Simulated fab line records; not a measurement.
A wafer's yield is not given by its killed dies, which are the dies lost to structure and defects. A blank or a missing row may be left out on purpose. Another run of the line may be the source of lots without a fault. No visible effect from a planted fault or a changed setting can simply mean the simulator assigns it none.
A lot that was struck, set against a sound lot / flow nand harc / 14 out of 1159 route steps
Sound: these wafers, L722.2, L722.5, L722.6. Struck: wafer L742.1 (left out: L742.3, L742.5 of the same lot, which were not struck); the cause appears at the end.
Each step with rows lists, per side, the tool, then ch with its chambers, then its first start. Under that, the readings that differ: sound wafers / struck wafers / difference of the means / sigmas: that difference in standard deviations of wafers without a fault.
alike: readings whose means differ by less than 2 such deviations, and words and numbers that are the same on both sides. not compared: withheld readings, readings that some wafer has no value for, bounds like >300 that may hide the same value, and numbers for which the record gives no deviation and whose values overlap.
Wherever a step has rows on one side only, a row that says differs or no value, or a row with sigmas, the two part there. Non-overlapping numbers with no deviation appear without sigmas and do not part them. A reading that every wafer of one side lacks parts them only if that side has two wafers or more.

first, 1 step without rows for these wafers: NHARC_A_ONON_D1_DEP_03 (target thk 1000 nm).
NHARC_A_ONON_D1_THK_MEAS_05: measures by ellipsometry.
  sound on film metro-02 at day 8 03:10; struck on film metro-02 at day 12 23:59
reading=thk nm (nm); sound=985 986 985; struck=1005; difference=+20; sigmas=+3
then, 1 step without rows for these wafers: NHARC_A_ONON_D1_DEP_06 (target thk 1000 nm).
NHARC_A_ONON_D1_THK_MEAS_08: measures by ellipsometry.
  sound on film metro-02 at day 8 03:44; struck on film metro-01 at day 13 00:33
  alike: thk nm
then, 1 step without rows for these wafers: NHARC_A_ONON_D1_DEP_09 (target thk 1000 nm).
NHARC_A_ONON_D1_THK_MEAS_11: measures by ellipsometry.
  sound on film metro-02 at day 8 04:18; struck on film metro-01 at day 13 01:07
reading=thk nm (nm); sound=993 992 992; struck=1013; difference=+21; sigmas=+2
then, 1 step without rows for these wafers: NHARC_A_ONON_D1_DEP_12 (target thk 1000 nm).
NHARC_A_ONON_D1_THK_MEAS_14: measures by ellipsometry.
  sound on film metro-02 at day 8 04:52; struck on film metro-02 at day 13 01:41
  alike: thk nm
then, 2 steps without rows for these wafers: NHARC_A_ONON_D1_ANNEAL_15 (time 3600 s); NHARC_A_ONON_D1_DEP_16 (target thk 1000 nm).
NHARC_A_ONON_D1_THK_MEAS_18: measures by ellipsometry.
  sound on film metro-01 at day 8 14:33; struck on film metro-01 at day 13 08:48
reading=thk nm (nm); sound=1008 1009 1008; struck=984; difference=-24; sigmas=-3
NHARC_A_ONON_D1_DEP_19: target thk 1000 nm.
  sound on pecvd onon-04 ch 0, day 8 14:40; struck on pecvd onon-03 ch 0, day 13 08:52
reading=nh3 flow sccm (sccm); sound=498.4 497.7 498.0; struck=502.5; difference=+4.5; sigmas=+3
NHARC_A_ONON_D1_THK_MEAS_21: measures by ellipsometry.
  sound on film metro-02 at day 8 15:07; struck on film metro-02 at day 13 09:22
reading=thk nm (nm); sound=1016 1015 1014; struck=968; difference=-47; sigmas=-7
then, 1 step without rows for these wafers: NHARC_A_ONON_D1_DEP_22 (target thk 1000 nm).

## WHERE THEY PART
Earliest at NHARC_A_ONON_D1_THK_MEAS_05; latest, in this record, at NHARC_A_ONON_D1_THK_MEAS_21.

WHY: whatever the simulator had introduced
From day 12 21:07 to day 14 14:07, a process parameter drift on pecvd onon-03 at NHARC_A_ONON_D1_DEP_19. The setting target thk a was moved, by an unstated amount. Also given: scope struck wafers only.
